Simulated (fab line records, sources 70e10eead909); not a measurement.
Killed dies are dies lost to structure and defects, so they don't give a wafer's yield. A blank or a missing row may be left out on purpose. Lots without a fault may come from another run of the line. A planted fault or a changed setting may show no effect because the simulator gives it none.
fab line records | flow nand_harc
record lots=6 wafers=18 last_day=24
route steps=1159 shown P_M2@337 END@1159
lots that met no fault: from a run of the same line without faults
start_h: hours from the record's first day to the start of the lot's first wafer shown | wait_h: hours since the lot's step before | " the same as in the row above | L1.1+2: a row that stands for several wafers | - no value, or no start given | * or withheld: withheld | < > ~ a bound
route shown NAME@n: a module of which the file shows steps, and the number in the route of the first | usual: mean/standard deviation of fault-free wafers | same: alike in all rows | chamber/n: place in a boat | sites: the reading at each site | _std_site: their standard deviation | _edge_site: outer sites' mean less inner sites' | radius_mm: how far each site lies from the wafer's centre | mask NAME#n: copy n | behind: the tool/chamber that last shaped the wafer | hold: why the lot was held/for how many hours/how that ended | device: the transistor (n, p or np) that didn't switch | end of line: the same wafers' tests at the end of the route | a step without rows: its recipe alone | killed: dies lost to structure and defects at the first sort, not the wafer's yield | map: a wafer's dies, x killed, . not, _ none there
set.NAME: the setting as run; set.NAME@STEP: as run at that earlier step | model.NAME: the simulator's own value behind a step, which no gauge read
lots at some steps of the route; a table a step, a row a wafer
services: from which hour (start_h, from the record's first day; less than 0 if before it) a tool's chamber was out of use, for how many hours, and why
## steps
# step NHARC_P_M2_STRIP_19
# recipe time_s=600 temp_c=30 chemistry=post_etch_residue_remover
# step NHARC_P_M2_DEGAS_29
# recipe temp_c=250 time_s=60
# usual heater_power_w=320/21
# columns lot.wafer tool chamber start_h wait_h heater_power_w
L124.2 pvd_sputter-02 - 142.76 - 303
L124.4 " - " " 313
L124.1 " - " " 313
L127.1 pvd_sputter-03 - 149.18 - 333
L127.6 " - " " 346
L127.5 " - " " 316
L133.4 pvd_sputter-01 - 205.21 - 307
L133.2 " - " " 367
L133.5 " - " " 306
L136.3 pvd_sputter-02 - 205.82 - 305
L136.1 " - " " 307
L136.6 " - " " 316
L135.3 pvd_sputter-01 - 207.34 - 300
L135.6 " - " " 325
L135.5 " - " " 306
L143.2 pvd_sputter-03 - 252.23 - 336
L143.3 " - " " 326
L143.5 " - " " 338
# step NHARC_P_M2_PRE_CLEAN_30
# recipe time_s=30 temp_c=280 gas=H2/He
# usual heater_power_w=393/25
# columns lot.wafer tool chamber start_h wait_h heater_power_w
L124.2 pvd_sputter-02 - - - 386
L124.4 " - " " 376
L124.1 " - " " 367
L127.1 pvd_sputter-03 - - - 416
L127.5 " - " " 393
L127.6 " - " " 417
L133.4 pvd_sputter-01 - - - 376
L133.2 " - " " 449
L133.5 " - " " 365
L136.1 pvd_sputter-02 - - - 374
L136.3 " - " " 385
L136.6 " - " " 367
L135.3 pvd_sputter-01 - - - 400
L135.5 " - " " 441
L135.6 " - " " 372
L143.2 pvd_sputter-03 - - - 410
L143.3 " - " " 412
L143.5 " - " " 400
# step NHARC_P_M2_PVD_20
# recipe target_thk_a=50 bias_v=168.6 power_w=15000 chamber_pressure_pa=0.12 time_s=8.06 substrate_temp_c=50 material=TaN
# step NHARC_P_M2_PVD_21
# recipe target_thk_a=300 chamber_pressure_pa=5 power_w=5000 substrate_temp_c=30 time_s=20.49 material=Cu
# usual chamber_pressure_pa=4.998/0.011 throttle_valve_pct=29.7/1.1
# columns lot.wafer tool chamber start_h wait_h chamber_pressure_pa throttle_valve_pct
L124.2 pvd_sputter-02 - - - 4.998 31.0
L124.1 " - " " 4.996 30.3
L124.4 " - " " 4.991 30.5
L127.1 pvd_sputter-03 - - - 4.989 29.3
L127.5 " - " " 4.996 29.5
L127.6 " - " " 4.984 30.4
L133.2 pvd_sputter-01 - - - 4.997 27.3
L133.4 " - " " 5.001 28.5
L133.5 " - " " 5.000 27.3
L136.3 pvd_sputter-02 - - - 4.995 29.6
L136.1 " - " " 4.997 30.2
L136.6 " - " " 4.986 29.4
L135.3 pvd_sputter-01 - - - 5.003 30.0
L135.5 " - " " 4.991 28.3
L135.6 " - " " 5.000 27.5
L143.2 pvd_sputter-03 - - - 4.992 30.4
L143.3 " - " " 5.004 31.0
L143.5 " - " " 4.991 29.3
# step NHARC_P_M2_ECD_22
# recipe target_thk_a=4000 bath_temp_c=25 material=Cu
# step NHARC_P_M2_ANNEAL_31
# recipe temp_c=225 time_s=90
# step NHARC_P_M2_CMP_23
# recipe t_overpolish_s=20 target_thk_nm=144.3
# usual motor_current_A=12.9/0.92 time_to_endpoint_s=29.2/2
# columns lot.wafer tool chamber start_h wait_h motor_current_A time_to_endpoint_s
L124.4 cmp-03 1 143.87 - 14.1 29.3
L124.2 " 3 " " 11.2 29.1
L124.1 " 0 " " 12.3 28.1
L127.1 cmp-04 0 150.30 - 11.6 26.5
L127.5 " 3 " " 14.4 27.4
L127.6 " 0 " " 11.7 26.4
L133.2 cmp-01 0 206.35 - 12.2 28.4
L133.4 " 1 " " 13.4 32.1
L133.5 " 3 " " 12.6 30.2
L136.1 cmp-01 0 206.89 - 12.2 29.5
L136.3 " 1 " " 13.7 32.1
L136.6 " 1 " " 13.5 30.4
L135.3 cmp-03 3 208.44 - 10.9 26.7
L135.6 " 2 " " 13.9 26.0
L135.5 " 3 " " 11.0 27.3
L143.3 cmp-04 1 253.60 - 13.1 31.0
L143.2 " 2 " " 13.9 31.5
L143.5 " 0 " " 11.6 31.6
# step NHARC_P_M2_THK_MEAS_24
# recipe thk_meas_gauge=xrf
# usual thk_nm=144.4/1.3
# columns lot.wafer tool chamber start_h wait_h thk_nm
L124.1 film_metro-01 - 144.18 - 143.3
L124.2 " - " " 146.4
L124.4 " - " " 144.2
L127.1 film_metro-02 - 150.59 - 145.0
L127.5 " - " " 144.8
L127.6 " - " " 141.4
L133.2 film_metro-02 - 206.60 - 145.6
L133.4 " - " " 145.8
L133.5 " - " " 144.3
L136.1 film_metro-02 - 207.21 - 144.3
L136.3 " - " " 145.0
L136.6 " - " " 143.3
L135.3 film_metro-01 - 208.74 - 144.0
L135.5 " - " " 143.8
L135.6 " - " " 143.4
L143.2 film_metro-02 - 253.89 - 143.3
L143.3 " - " " 145.6
L143.5 " - " " 144.1
# step NHARC_P_M2_SRD_25
# step NHARC_P_M2_INSPECT_27
# usual raw_defect_count=340/120
# columns lot.wafer tool chamber start_h wait_h raw_defect_count
L124.1 defect_inspect-01 - 144.34 0.0 506
L124.2 " - " " 461
L124.4 " - " " 396
L127.1 defect_inspect-02 - 150.75 0.0 157
L127.5 " - " " 145
L127.6 " - " " 272
L133.2 defect_inspect-02 - 206.76 0.0 190
L133.4 " - " " 170
L133.5 " - " " 298
L136.1 defect_inspect-01 - 207.37 0.0 173
L136.3 " - " " 364
L136.6 " - " " 374
L135.3 defect_inspect-01 - 208.89 0.0 279
L135.5 " - " " 433
L135.6 " - " " 278
L143.2 defect_inspect-01 - 254.05 0.0 312
L143.3 " - " " 361
L143.5 " - " " 359
# step NHARC_P_M2_PRE_CLEAN_32
# recipe time_s=12 temp_c=370 rf_power_w=300 gas=NH3
# usual heater_power_w=609/84 rf_fwd_power_W=292.4/0.89
# columns lot.wafer tool chamber start_h wait_h heater_power_w rf_fwd_power_W
L124.1 pecvd-02 2 144.41 0.1 558 290.9
L124.2 " 1 " " 645 294.3
L124.4 " 0 " " 548 292.5
L127.1 pecvd-01 1 150.84 0.1 746 293.1
L127.6 " 2 " " 471 291.5
L127.5 " 1 " " 762 292.2
L133.2 pecvd-02 2 206.83 0.1 637 306.7
L133.5 " 2 " " 629 306.8
L133.4 " 1 " " 674 307.7
L136.3 pecvd-03 2 207.45 0.1 507 293.1
L136.1 " 0 " " 642 292.9
L136.6 " 0 " " 660 290.8
L135.3 pecvd-02 0 208.96 0.1 482 304.6
L135.5 " 0 " " 484 306.5
L135.6 " 2 " " 621 306.5
L143.3 pecvd-03 0 254.12 0.1 601 293.0
L143.2 " 2 " " 537 293.0
L143.5 " 1 " " 693 293.5
# step NHARC_P_M2_DEP_33
# recipe target_thk_a=300 temp_c=370 target_thk_nm=30 pressure_torr=3 flow_sccm=200 rf_w=450 material=SiCN
# usual heater_power_w=550/69
# columns lot.wafer tool chamber start_h wait_h heater_power_w
L124.1 pecvd-02 2 144.49 0.1 510
L124.2 " 1 " " 660
L124.4 " 0 " " 549
L127.1 pecvd-01 1 150.98 0.1 600
L127.6 " 2 " " 442
L127.5 " 1 " " 600
L133.2 pecvd-02 2 206.91 0.1 611
L133.5 " 2 " " 583
L133.4 " 1 " " 634
L136.3 pecvd-03 2 207.55 0.1 391
L136.1 " 0 " " 576
L136.6 " 0 " " 568
L135.3 pecvd-02 0 209.04 0.1 467
L135.5 " 0 " " 458
L135.6 " 2 " " 532
L143.3 pecvd-03 0 254.20 0.1 624
L143.2 " 2 " " 465
L143.5 " 1 " " 610
# step NHARC_END_SORT_01
# recipe temp_c=25
# usual defect_limited_yield=95.4/1.4 killed_at_array=27/10 killed_at_other=0.6/1 killed_at_periphery=3.4/2.7 killed_dies=31/9.7 killed_open=3.4/1.7 killed_short=2.2/1.5 sort_bin_2_pct=1.4/0.57 sort_bin_3_pct=0.25/0.23 sort_bin_4_pct=3.0/0.94 sort_n_pass=646/9.7 sort_rim_yield_pct=95.3/3 sort_yield_pct=95.4/1.4
# same gross_dies=677 sort_bin_5_pct[%]=0 sort_bin_6_pct[%]=0 sort_bin_7_pct[%]=0 sort_bin_8_pct[%]=0 sort_rim_n_gross=106.00
# columns lot.wafer tool chamber start_h wait_h defect_limited_yield[%] killed_at_array killed_at_other killed_at_periphery killed_dies killed_open killed_short sort_bin_2_pct[%] sort_bin_3_pct[%] sort_bin_4_pct[%] sort_n_pass sort_rim_yield_pct[%] sort_yield_pct[%]
L135.3 prober-02 0 504.43 3.1 96.3 23 1 1 25 4 3 1.3 0.15 2.2 652 97.2 96.3
L135.5 prober-02 0 506.04 3.7 96.9 19 0 2 21 2 2 0.7 0.15 2.2 656 97.2 96.9
L135.6 prober-02 0 506.85 4.0 96.5 22 0 2 24 3 1 1.0 0.15 2.4 653 98.1 96.5
L136.1 prober-02 0 526.27 2.5 94.7 28 6 2 36 2 0 1.8 0.59 3.0 641 98.1 94.7
L136.3 prober-02 0 527.86 3.1 95.0 30 3 1 34 3 2 1.5 0 3.5 643 98.1 95.0
L136.6 prober-02 0 530.25 4.0 95.9 25 3 0 28 4 0 0.4 0.44 3.2 649 91.5 95.9
# killed by level:class
L135.3 A_CHANNEL_HOLE_D1:chamber_film_flake=4 A_STAIRCASE:chamber_film_flake=4 A_SLIT:chamber_film_flake=4 A_CONTACT:chamber_film_flake=4 A_BLC:geometric_particle:open=2 P_M0:geometric_particle:open=1 A_SOURCE_PLATE:geometric_particle:short=1 A_ONON_D1:geometric_particle:short=1
L135.5 A_STAIRCASE:chamber_film_flake=6 A_CONTACT:chamber_film_flake=4 A_CHANNEL_HOLE_D1:chamber_film_flake=3 A_SLIT:chamber_film_flake=3 P_M0:geometric_particle:short=2 A_CONTACT:geometric_particle:open=1 A_BLC:geometric_particle:open=1 A_ZERO_WELL:chamber_film_flake=1
L135.6 A_CONTACT:chamber_film_flake=7 A_SLIT:chamber_film_flake=5 A_STAIRCASE:chamber_film_flake=4 A_CHANNEL_HOLE_D1:chamber_film_flake=3 P_CONTACT:geometric_particle:open=1 A_ONON_D1:geometric_particle:open=1 A_SLIT:geometric_particle:open=1 A_WL_FILL:geometric_particle:short=1
L136.1 A_SLIT:chamber_film_flake=16 THIN_TSV:chamber_film_flake=6 A_CONTACT:chamber_film_flake=4 A_CHANNEL_HOLE_D1:chamber_film_flake=3 P_GATE:chamber_film_flake=2 A_WL_FILL:chamber_film_flake=2 A_CHANNEL_FILL_D1:geometric_particle:open=1 A_M1:geometric_particle:open=1
L136.3 A_SLIT:chamber_film_flake=15 A_STAIRCASE:chamber_film_flake=4 A_CHANNEL_HOLE_D1:chamber_film_flake=3 THIN_TSV:chamber_film_flake=3 A_WL_FILL:chamber_film_flake=2 A_CONTACT:chamber_film_flake=2 P_M1:geometric_particle:open=1 A_ONON_D1:geometric_particle:short=1
L136.6 A_SLIT:chamber_film_flake=11 A_CONTACT:chamber_film_flake=5 A_STAIRCASE:chamber_film_flake=3 THIN_TSV:chamber_film_flake=3 A_CHANNEL_HOLE_D1:chamber_film_flake=2 A_CHANNEL_FILL_D1:geometric_particle:open=1 A_WL_FILL:geometric_particle:open=1 A_CONTACT:geometric_particle:open=1
## services
# columns tool chamber start_h hours kind
cmp-01 - 146.71 1.7 repair
pecvd-02 - 153.00 13.0 pm
pecvd-02 0 153.00 13.0 vent_cycle
cmp-03 - 157.15 4.0 pm
pvd_sputter-01 - 158.05 10.0 pm
pvd_sputter-03 - 162.06 2.9 repair
pecvd-01 1 164.34 4.4 repair
cmp-01 - 176.94 2.2 repair
cmp-01 - 179.57 4.0 pm
cmp-04 - 185.44 2.5 repair
pecvd-02 - 191.04 1.7 repair
cmp-03 - 191.87 0.6 repair
cmp-04 - 195.22 0.2 repair
cmp-04 - 203.00 4.0 pm
pecvd-01 - 208.96 1.6 repair
pvd_sputter-02 - 214.00 10.0 pm
pvd_sputter-03 - 221.09 3.8 repair
cmp-03 - 230.98 1.9 repair
pecvd-01 - 237.25 13.0 pm
cmp-03 - 238.33 4.0 repair
cmp-04 - 247.65 0.5 repair
pecvd-02 - 250.95 2.3 repair
cmp-01 - 251.62 0.8 repair
pvd_sputter-02 - 252.03 16.4 repair
## key
first_sign step=NHARC_P_M2_PRE_CLEAN_32 reading=rf_fwd_power_W direction=up sigmas=16 usual=* struck=*
effect none on later readings
met_at NHARC_P_M2_PRE_CLEAN_32
struck_wafers L133.2,L133.4,L133.5,L135.3,L135.5,L135.6
onset_between 144.41 206.83
fault kind=process_parameter_drift tool=pecvd-02 chamber=- onset_h=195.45 steps=NHARC_P_M2_PRE_CLEAN_32 channel=rf_power_w offset=* shape=step end_h=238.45 acts_in=* stated=*
